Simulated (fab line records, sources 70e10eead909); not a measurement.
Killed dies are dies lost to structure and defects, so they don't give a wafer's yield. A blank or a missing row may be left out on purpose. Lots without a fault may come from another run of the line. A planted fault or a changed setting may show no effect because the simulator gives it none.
A struck lot beside a sound one | flow nand_harc | 41 steps out of a route of 1302
Sound: wafers L177.2, L177.3, L177.6. Struck: wafer L195.1. (L195.2, L195.4 of the same lot were not struck and are left out.) The cause comes at the end.
At each step with rows: each side's tool, then ch and its chambers, then its first start. Under that, the readings that differ: sound wafers | struck wafers | difference of the means | sigmas: that difference in standard deviations of wafers without a fault.
alike: readings whose means differ by less than 2 such deviations, and words and numbers that are the same on both sides. not compared: withheld readings, readings that some wafer has no value for, bounds like >300 that may hide the same value, and numbers for which the record gives no deviation and whose values overlap.
The two part at a step that has a row with sigmas, a row that says differs or no value, or rows on one side only. Numbers that don't overlap but have no deviation are shown without sigmas and don't part them. A reading that every wafer of one side lacks parts them only if that side has two wafers or more.

NHARC_A_DECK1_JOINT_ETCHBACK_07: etches the open film in HBr, target depth 105 nm, time 26.9 s.
  sound on rie_si-03 ch 0,2,3, day 10 20:38; struck on rie_si-01 ch 2, day 19 00:52
  reading               | sound             | struck | difference | sigmas
  oes_product_au (a.u.) | 1.014 1.012 1.000 | 0.982  | -0.027     | -3
  alike: drypump_motor_current_A, throttle_valve_pct
  not compared: rf_hours_counter_h
then, 8 steps without rows for these wafers: NHARC_A_DECK1_JOINT_ETCH_25 (etches SiO2 in dHF, target depth 0.5 nm); NHARC_A_DECK1_JOINT_ETCH_19 (etches poly-Si in TMAH, target depth 3 nm); NHARC_A_DECK1_JOINT_ETCH_18 (etches SiO2 in dHF, target depth 3 nm); NHARC_A_DECK1_JOINT_WET_08 (chemistry H3PO4, time 86 s); NHARC_A_DECK1_JOINT_ETCH_09 (etches SiO2 in dHF, target depth 5 nm); NHARC_A_DECK1_JOINT_WET_10 (chemistry H3PO4, time 86 s); NHARC_A_DECK1_JOINT_ETCH_11 (etches SiO2 in dHF, target depth 35 nm); NHARC_A_DECK1_JOINT_CVD_12 (deposits poly-Si, target thk 90 nm, time 1800 s).
NHARC_A_DECK1_JOINT_CMP_13: polishes, target thk 51.023 nm.
  sound on cmp-03 ch 0,1,3, day 11 06:59; struck on cmp-01 ch 2, day 19 11:12
  alike: edge_zone_pressure_frac, motor_current_A, slurry_flow_ml_min, time_to_endpoint_s
NHARC_A_DECK1_JOINT_THK_MEAS_14: measures by ellipsometry.
  sound on film_metro-01, day 11 07:11; struck on film_metro-02, day 19 11:28
  alike: thk_nm
then, 1 step without rows for these wafers: NHARC_A_DECK1_JOINT_SRD_04.
NHARC_A_DECK1_JOINT_ETCHBACK_00: etches the open film in HBr, target depth 30 nm, time 17.4 s.
  sound on rie_si-03 ch 0,3, day 11 07:19; struck on rie_si-04 ch 0, day 19 11:37
  alike: drypump_motor_current_A, oes_product_au, throttle_valve_pct
  not compared: rf_hours_counter_h
then, 8 steps without rows for these wafers: NHARC_A_DECK1_JOINT_PRECLEAN_30 (cleans in SC1); NHARC_A_DECK1_JOINT_SRD_31; NHARC_A_DECK1_JOINT_CVD_34 (deposits SiNx, target thk 20 nm); NHARC_A_DECK1_JOINT_DEP_06 (deposits SiOx, target thk 80 nm); NHARC_A_DECK1_JOINT_CURE_26 (time 32 s); NHARC_A_DECK1_JOINT_ANNEAL_27 (time 3600 s); NHARC_A_DECK1_JOINT_ANNEAL_28 (time 1800 s); NHARC_A_DECK1_JOINT_ANNEAL_29 (time 1800 s).
NHARC_A_DECK1_JOINT_CMP_02: polishes SiOx.
  sound on cmp-01 ch 1,2,3, day 12 09:37; struck on cmp-03 ch 3, day 20 13:23
  alike: edge_zone_pressure_frac, motor_current_A, slurry_flow_ml_min
then, 1 step without rows for these wafers: NHARC_A_DECK1_JOINT_SRD_15.
NHARC_A_DECK1_JOINT_DEP_16: deposits SiO2, target thk 45 nm.
  sound on pecvd-02 ch 1,2, day 12 09:59; struck on pecvd-02 ch 1, day 20 13:44
  alike: heater_power_w, throttle_valve_pct
NHARC_A_DECK1_JOINT_THK_MEAS_17: measures by ellipsometry.
  sound on film_metro-01, day 12 10:14; struck on film_metro-01, day 20 14:01
  alike: thk_nm
then, 1 step without rows for these wafers: NHARC_A_ONON_D2_DEP_00 (target thk 1000 nm).
NHARC_A_ONON_D2_THK_MEAS_02: measures by ellipsometry.
  sound on film_metro-01, day 12 10:50; struck on film_metro-01, day 20 14:38
  alike: thk_nm
then, 1 step without rows for these wafers: NHARC_A_ONON_D2_DEP_03 (target thk 1000 nm).
NHARC_A_ONON_D2_THK_MEAS_05: measures by ellipsometry.
  sound on film_metro-01, day 12 11:25; struck on film_metro-02, day 20 15:12
  alike: thk_nm
then, 1 step without rows for these wafers: NHARC_A_ONON_D2_DEP_06 (target thk 1000 nm).
NHARC_A_ONON_D2_THK_MEAS_08: measures by ellipsometry.
  sound on film_metro-01, day 12 11:59; struck on film_metro-01, day 20 15:46
  alike: thk_nm
then, 1 step without rows for these wafers: NHARC_A_ONON_D2_DEP_09 (target thk 1000 nm).
NHARC_A_ONON_D2_THK_MEAS_11: measures by ellipsometry.
  sound on film_metro-01, day 12 12:33; struck on film_metro-02, day 20 16:20
  alike: thk_nm
then, 1 step without rows for these wafers: NHARC_A_ONON_D2_DEP_12 (target thk 1000 nm).
NHARC_A_ONON_D2_THK_MEAS_14: measures by ellipsometry.
  sound on film_metro-01, day 12 13:07; struck on film_metro-02, day 20 16:54
  alike: thk_nm
then, 2 steps without rows for these wafers: NHARC_A_ONON_D2_ANNEAL_15 (time 3600 s); NHARC_A_ONON_D2_DEP_16 (target thk 1000 nm).
NHARC_A_ONON_D2_THK_MEAS_18: measures by ellipsometry.
  sound on film_metro-01, day 12 21:02; struck on film_metro-01, day 21 00:14
  alike: thk_nm
then, 1 step without rows for these wafers: NHARC_A_ONON_D2_DEP_19 (target thk 1000 nm).
NHARC_A_ONON_D2_THK_MEAS_21: measures by ellipsometry.
  sound on film_metro-01, day 12 21:37; struck on film_metro-02, day 21 00:48
  alike: thk_nm
-- the record jumps here: 12 days lie between the struck wafers' starts before and after (it left off in module A_ONON_D2 and takes up again in module END, whose first step shown is number 1302 of the route) --
NHARC_END_SORT_01:
  the record has rows for the struck wafers here (prober-01 ch 0, day 32 15:21) and none for the sound ones

WHERE THEY PART
First at NHARC_A_DECK1_JOINT_ETCHBACK_07; last, within this record, at NHARC_END_SORT_01.

WHY: what the simulator had put in
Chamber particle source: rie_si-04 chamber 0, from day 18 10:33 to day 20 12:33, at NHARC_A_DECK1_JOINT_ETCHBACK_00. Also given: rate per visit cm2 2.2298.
